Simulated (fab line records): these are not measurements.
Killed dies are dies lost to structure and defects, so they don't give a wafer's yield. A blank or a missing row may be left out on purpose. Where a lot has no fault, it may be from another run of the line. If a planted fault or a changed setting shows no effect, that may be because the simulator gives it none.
Chamber matching	flow n5-finfet	N5_HKMG_FIN_ETCH_54 on rie-diel-03 has 4 sister chambers
The step etches SiARC in CF4, target depth 45.5 nm, time 75.8 s. 8 wafers are shown with their chamber, then 10 later ones without.

== WAFERS PAIRED WITH THEIR CHAMBERS ==
wafer	chamber	showerhead-plenum-p-Torr (Torr)	throttle-valve-pct (%)
L078.3	0	2.07	15.57
L083.1	3	2.26	15.45
L083.4	0	2.07	15.59
L087.1	3	2.25	15.45
L087.5	2	2.06	15.63
L087.6	1	2.27	15.16
L089.1	2	2.06	15.64
L089.3	1	2.27	15.15

== WAFERS MISSING THEIR CHAMBER ==
wafer	showerhead-plenum-p-Torr (Torr)	throttle-valve-pct (%)
L089.4	2.07	15.61
L091.1	2.07	15.61
L091.2	2.06	15.66
L091.4	2.25	15.49
L095.1	2.27	15.17
L095.3	2.06	15.62
L095.5	2.27	15.17
L097.1	2.06	15.64
L097.3	2.05	15.67
L097.5	2.05	15.68

== WHICH CHAMBER EACH WENT THROUGH ==
wafer	from the rows above	in truth
L089.4	can't be placed: 0 or 2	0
L091.1	can't be placed: 0 or 2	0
L091.2	2	2
L091.4	3	3
L095.1	1	1
L095.3	2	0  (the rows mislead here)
L095.5	1	1
L097.1	2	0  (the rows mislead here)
L097.3	2	2
L097.5	2	2
Placed correctly: 6 of 10. Can't be placed from these rows: 2 (the true chamber is among the candidates in 2). Placed wrongly: 2.
How it was worked out, from the rows above alone: a wafer's distance from a chamber is the root of the sum, over the readings, of the square of ((its reading less the chamber's mean) divided by the reading's scatter). The wafer belongs to the nearest chamber; if the next one is less than 2 further off, it can't be placed. Each chamber's mean is taken over the wafers shown for it. How the scatter is found: for the shown wafers, subtract from each reading the mean of its chamber, square and add these, divide the total by (wafers less chambers), then take the root.
